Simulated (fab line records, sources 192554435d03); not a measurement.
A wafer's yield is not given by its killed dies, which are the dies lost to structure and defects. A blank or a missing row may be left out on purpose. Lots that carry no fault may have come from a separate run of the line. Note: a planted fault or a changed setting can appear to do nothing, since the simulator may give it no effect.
Chamber matching	flow n5Finfet	rieDiel-04 running N5_BEOL_M1_ETCH_70: 4 sister chambers
The step etches SOC in N2/H2, target depth 80 nm, overetch 16 nm, time 120 s. 8 wafers are shown with their chamber, then 9 later ones without.

== EACH WAFER AND ITS CHAMBER ==
wafer	chamber	throttleValvePct (%)	showerheadPlenumPTorr (Torr)
L079.4	2	18.47	2.42
L081.5	0	18.23	2.55
L087.1	0	18.23	2.54
L087.3	1	17.76	2.51
L087.5	3	17.79	2.48
L089.1	1	17.78	2.51
L089.5	2	18.47	2.42
L089.6	3	17.80	2.48

== WAFERS WITHOUT THEIR CHAMBER ==
wafer	throttleValvePct (%)	showerheadPlenumPTorr (Torr)
L090.1	17.81	2.48
L090.3	18.46	2.42
L090.6	17.76	2.51
L095.2	18.26	2.54
L095.5	18.26	2.54
L095.6	17.83	2.47
L097.2	18.27	2.53
L097.3	18.11	2.73
L097.5	18.12	2.74

== WHICH CHAMBER EACH ONE RAN IN ==
wafer	from the rows above	in truth
L090.1	3	3
L090.3	2	2
L090.6	1	1
L095.2	0	0
L095.5	0	0
L095.6	3	3
L097.2	0	0
L097.3	0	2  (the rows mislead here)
L097.5	0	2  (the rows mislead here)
7 of 9 placed correctly. Left unplaced by these rows: 0. Number placed wrongly: 2.
How it was worked out, from the rows above alone: a wafer's distance from a chamber is the root of the sum, over the readings, of the square of ((its reading less the chamber's mean) divided by the reading's scatter). The wafer belongs to the nearest chamber; if the next one is less than 2 further off, it can't be placed. The mean given for a chamber averages the wafers shown for that chamber. The scatter: the root of (the sum of the squares of (reading less its chamber's mean) over the shown wafers, divided by (wafers less chambers)).
